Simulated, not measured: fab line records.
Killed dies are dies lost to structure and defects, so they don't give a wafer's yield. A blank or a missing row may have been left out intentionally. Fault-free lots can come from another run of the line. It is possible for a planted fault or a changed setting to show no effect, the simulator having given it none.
Matching of chambers :: flow nand harc :: 3 sister chambers for NHARC_A_STAIRCASE_DEP_301 on pecvd-04
The step deposits SiON, target thk 30 nm. 14 wafers are shown with their chamber, then 7 later ones without.

## WAFERS PAIRED WITH THEIR CHAMBERS
wafer: L076.1
chamber: 1
showerhead vpp V (V): 1115
rf fwd power W (W): 347.9
heater power w (W): 767

wafer: L076.4
chamber: 2
showerhead vpp V (V): 1061
rf fwd power W (W): 346.5
heater power w (W): 769

wafer: L076.5
chamber: 0
showerhead vpp V (V): 1217
rf fwd power W (W): 349.4
heater power w (W): 866

wafer: L078.1
chamber: 1
showerhead vpp V (V): 1132
rf fwd power W (W): 347.5
heater power w (W): 705

wafer: L078.2
chamber: 2
showerhead vpp V (V): 1071
rf fwd power W (W): 347.6
heater power w (W): 813

wafer: L078.3
chamber: 0
showerhead vpp V (V): 1180
rf fwd power W (W): 348.5
heater power w (W): 759

wafer: L082.1
chamber: 0
showerhead vpp V (V): 1182
rf fwd power W (W): 347.9
heater power w (W): 666

wafer: L082.2
chamber: 1
showerhead vpp V (V): 1081
rf fwd power W (W): 347.0
heater power w (W): 837

wafer: L082.3
chamber: 2
showerhead vpp V (V): 1085
rf fwd power W (W): 347.7
heater power w (W): 763

wafer: L087.1
chamber: 1
showerhead vpp V (V): 1127
rf fwd power W (W): 347.9
heater power w (W): 849

wafer: L087.2
chamber: 0
showerhead vpp V (V): 1202
rf fwd power W (W): 349.2
heater power w (W): 785

wafer: L087.4
chamber: 2
showerhead vpp V (V): 1096
rf fwd power W (W): 348.4
heater power w (W): 643

wafer: L090.1
chamber: 1
showerhead vpp V (V): 1125
rf fwd power W (W): 348.6
heater power w (W): 861

wafer: L090.3
chamber: 2
showerhead vpp V (V): 1089
rf fwd power W (W): 347.8
heater power w (W): 740

SIGNATURES, as means of the wafers listed above
reading: showerhead vpp V
chamber 0: 1195.25
chamber 1: 1116.00
chamber 2: 1080.40
scatter within a chamber: 17.6

reading: rf fwd power W
chamber 0: 348.750
chamber 1: 347.780
chamber 2: 347.600
scatter within a chamber: 0.654

reading: heater power w
chamber 0: 769.00
chamber 1: 803.80
chamber 2: 745.60
scatter within a chamber: 70
Rule: a wafer lies at a distance from a chamber equal to the root of the sum of squares, over the readings, of (its reading less the chamber's mean, divided by the reading's scatter). If the next closest chamber is less than 2 further off than the closest, the wafer can't be placed; otherwise it belongs to the closest. The scatter: take each reading less its chamber's mean, square it, sum over the shown wafers, divide by the number of wafers less the number of chambers, and take the root.

## WAFERS WITH NO CHAMBER GIVEN
wafer: L090.6
showerhead vpp V (V): 1068
rf fwd power W (W): 348.4
heater power w (W): 751

wafer: L092.2
showerhead vpp V (V): 1098
rf fwd power W (W): 349.7
heater power w (W): 640

wafer: L092.3
showerhead vpp V (V): 1112
rf fwd power W (W): 349.4
heater power w (W): 814

wafer: L092.4
showerhead vpp V (V): 1085
rf fwd power W (W): 349.4
heater power w (W): 618

wafer: L094.1
showerhead vpp V (V): 1209
rf fwd power W (W): 348.3
heater power w (W): 822

wafer: L094.3
showerhead vpp V (V): 1097
rf fwd power W (W): 347.4
heater power w (W): 649

wafer: L094.6
showerhead vpp V (V): 1094
rf fwd power W (W): 347.4
heater power w (W): 649

## THE CHAMBER EACH PASSED THROUGH
wafer: L090.6
from the rows above: can't be placed: 2 or 1
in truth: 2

wafer: L092.2
from the rows above: can't be placed: 2 or 1
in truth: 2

wafer: L092.3
from the rows above: can't be placed: 1 or 2
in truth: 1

wafer: L092.4
from the rows above: can't be placed: 2 or 1
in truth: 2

wafer: L094.1
from the rows above: 0
in truth: 0

wafer: L094.3
from the rows above: can't be placed: 2 or 1
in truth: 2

wafer: L094.6
from the rows above: can't be placed: 2 or 1
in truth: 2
Correct placement for 1 of the 7. These rows do not allow placing 6 (true chamber among the candidates in 6). Wrongly placed: 0.
